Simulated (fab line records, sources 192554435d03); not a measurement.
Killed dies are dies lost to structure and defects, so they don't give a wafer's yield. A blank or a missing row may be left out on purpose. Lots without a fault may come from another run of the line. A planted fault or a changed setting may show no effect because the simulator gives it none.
Chamber matching | flow n5_finfet | N5_BEOL_M6_ETCH_65 on rie_diel-03: 4 sister chambers
The step etches SiARC in CF4, target depth 15.6 nm, time 26 s. 18 wafers are shown with their chamber, then 9 later ones without.

WAFERS WITH THEIR CHAMBER
wafer  | chamber | drypump_motor_current_A (A) | showerhead_plenum_p_Torr (Torr) | etch_rf_on_time_s (s)
L078.2 | 3       | 5.5                         | 2.11                            | 25.4
L078.3 | 2       | 6.0                         | 2.19                            | 26.2
L078.6 | 1       | 6.6                         | 2.09                            | 24.9
L080.4 | 1       | 6.6                         | 2.09                            | 25.0
L080.5 | 0       | 5.3                         | 2.13                            | 26.4
L080.6 | 1       | 6.6                         | 2.09                            | 24.9
L081.3 | 1       | 6.6                         | 2.09                            | 25.3
L081.4 | 2       | 6.0                         | 2.19                            | 26.5
L081.5 | 3       | 5.5                         | 2.11                            | 25.7
L086.1 | 3       | 5.5                         | 2.10                            | 25.7
L086.2 | 0       | 5.3                         | 2.12                            | 26.4
L086.4 | 3       | 5.5                         | 2.10                            | 25.7
L091.1 | 0       | 5.3                         | 2.12                            | 26.7
L091.4 | 2       | 6.0                         | 2.18                            | 25.8
L091.5 | 0       | 5.4                         | 2.12                            | 26.6
L093.1 | 3       | 5.5                         | 2.10                            | 25.7
L093.4 | 2       | 6.0                         | 2.18                            | 26.0
L093.6 | 3       | 5.5                         | 2.10                            | 25.6

SIGNATURES (means of the wafers above)
reading                  | chamber 0 | chamber 1 | chamber 2 | chamber 3 | scatter within a chamber
drypump_motor_current_A  | 5.325     | 6.600     | 6.000     | 5.500     | 0.0231
showerhead_plenum_p_Torr | 2.1225    | 2.0900    | 2.1850    | 2.1033    | 0.00469
etch_rf_on_time_s        | 26.525    | 25.025    | 26.125    | 25.633    | 0.192
Rule: a wafer's distance from a chamber is the root of the sum, over the readings, of the square of ((its reading less the chamber's mean) divided by the reading's scatter). The wafer belongs to the nearest chamber; if the next one is less than 2 further off, it can't be placed. The scatter: the root of (the sum of the squares of (reading less its chamber's mean) over the shown wafers, divided by (wafers less chambers)).

WAFERS WITHOUT THEIR CHAMBER
wafer  | drypump_motor_current_A (A) | showerhead_plenum_p_Torr (Torr) | etch_rf_on_time_s (s)
L094.1 | 5.5                         | 2.10                            | 25.8
L094.2 | 5.4                         | 2.12                            | 26.5
L094.6 | 5.3                         | 2.12                            | 26.6
L097.1 | 6.6                         | 2.08                            | 25.2
L097.2 | 6.0                         | 2.18                            | 25.7
L097.3 | 5.5                         | 2.10                            | 25.7
L095.3 | 5.5                         | 2.10                            | 25.6
L095.5 | 5.5                         | 2.10                            | 25.4
L095.6 | 5.4                         | 2.11                            | 26.4

WHICH CHAMBER EACH WENT THROUGH
wafer  | from the rows above     | in truth
L094.1 | 3                       | 3
L094.2 | 0                       | 0
L094.6 | 0                       | 0
L097.1 | 1                       | 1
L097.2 | 2                       | 2
L097.3 | 3                       | 3
L095.3 | 3                       | 3
L095.5 | 3                       | 3
L095.6 | can't be placed: 0 or 3 | 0
Placed correctly: 8 of 9. Can't be placed from these rows: 1 (the true chamber is among the candidates in 1). Placed wrongly: 0.
